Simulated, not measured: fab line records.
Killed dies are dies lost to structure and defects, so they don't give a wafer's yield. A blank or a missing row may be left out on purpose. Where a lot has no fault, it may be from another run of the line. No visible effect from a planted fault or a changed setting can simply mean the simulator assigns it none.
Which tool was responsible? ; flow nandHarc ; Sampling: 24 lots, 72 wafers, 2 of 1302 route steps

WHAT THE GAUGES SHOWED, per wafer
NHARC_A_DECK1_JOINT_THK_MEAS_17: measures by ellipsometry.
lot;measured;on;thkNm (nm)
L074;day 12 11:45;filmMetro-01;44.9 43.6 46.8
L075;day 12 17:24;filmMetro-01;44.0 44.6 47.4
L077;day 13 13:01;filmMetro-01;46.4 46.6 45.0
L076;day 13 13:01;filmMetro-02;45.5 42.7 45.4
L079;day 14 04:23;filmMetro-02;43.7 44.6 46.5
L078;day 14 11:00;filmMetro-02;46.2 45.4 46.0
L080;day 15 02:02;filmMetro-02;44.6 45.3 44.3
L081;day 15 02:11;filmMetro-01;44.6 45.3 45.0
L082;day 15 15:25;filmMetro-02;45.0 44.4 45.7
L083;day 16 02:10;filmMetro-01;46.2 45.9 45.7
L084;day 16 17:48;filmMetro-01;44.4 45.1 45.3
L085;day 17 03:03;filmMetro-01;44.9 45.9 45.7
L087;day 17 13:16;filmMetro-02;44.4 45.2 46.0
L086;day 17 13:16;filmMetro-01;44.6 45.2 46.8
L088;day 18 09:50;filmMetro-01;42.6 45.9 46.1
L089;day 18 16:55;filmMetro-02;44.0 44.5 43.3
L091;day 19 09:17;filmMetro-02;46.3 45.2 44.7
L090;day 19 09:17;filmMetro-01;43.9 43.6 45.0
L092;day 19 19:57;filmMetro-01;43.8 44.0 43.1
L093;day 20 12:17;filmMetro-01;44.3 46.5 45.3
L095;day 21 01:22;filmMetro-02;43.0 44.5 46.7
L094;day 21 04:19;filmMetro-01;46.4 46.6 47.2
L096;day 21 06:53;filmMetro-01;44.8 43.8 44.7
L097;day 22 02:32;filmMetro-01;46.0 45.7 45.5

NHARC_A_ONON_D2_THK_MEAS_21: measures by ellipsometry.
lot;measured;on;thkNm (nm)
L074;day 12 22:59;filmMetro-01;993 991 994
L075;day 13 04:50;filmMetro-02;1003 1002 1002
L077;day 14 00:26;filmMetro-01;991 990 992
L076;day 14 00:26;filmMetro-02;1013 1010 1011
L079;day 14 15:34;filmMetro-02;1017 1015 1016
L078;day 14 21:49;filmMetro-02;992 990 989
L080;day 15 13:13;filmMetro-01;999 999 998
L081;day 15 13:13;filmMetro-02;991 991 989
L082;day 16 02:13;filmMetro-02;986 985 985
L083;day 16 13:17;filmMetro-01;998 997 998
L084;day 17 05:15;filmMetro-01;1005 1003 1006
L085;day 17 17:05;filmMetro-02;1010 1007 1009
L087;day 18 00:46;filmMetro-01;988 988 987
L086;day 18 00:46;filmMetro-02;1004 1003 1004
L088;day 18 23:47;filmMetro-01;993 994 995
L089;day 19 03:41;filmMetro-02;993 995 994
L091;day 19 20:01;filmMetro-02;1003 1003 1003
L090;day 19 20:02;filmMetro-01;1005 1002 1005
L092;day 20 07:04;filmMetro-01;998 997 997
L093;day 20 23:07;filmMetro-01;990 991 991
L095;day 21 16:33;filmMetro-01;999 999 997
L094;day 21 16:25;filmMetro-01;991 992 995
L096;day 21 16:46;filmMetro-01;1003 1001 1005
L097;day 22 13:59;filmMetro-02;983 983 984

TOOL THAT RAN EACH LOT (tool first, then ch and the chambers of the sampled wafers, then the start)
No process step before these readings appears in the record.

WHAT THE TOOLS THEMSELVES READ (means of the sampled wafers that have a number; where no wafer has one, the mark that the record gives instead)
The record holds no such reading with a usual standard deviation.

THE ANSWER, worked out from the rows above alone
Rule: the lots themselves supply what counts as usual. The widest of any qualifying gaps counts: lots, ordered by their means at a reading, are off when they make up no more than a third of the lots, leave a main group of 4 or more, and stand apart from it by 3 or more times the standard deviation of that group's means. If all means in a main group match to the digits the tables above print for the reading, that group is not used. Also off: a lot with no number at a reading for which 4 or more lots have one. The other lots that the step has rows for count as sound. After the gauges, taken in route order, come the tools' own readings; for these a lot's mean is taken, as printed above. The first step at which some lot is off is used, and at that step the reading that is off furthest; a lot without a number counts as furthest.
No lot is off at any reading shown: from this, nothing can be told.

WHAT HAD BEEN PUT IN BY THE SIMULATOR
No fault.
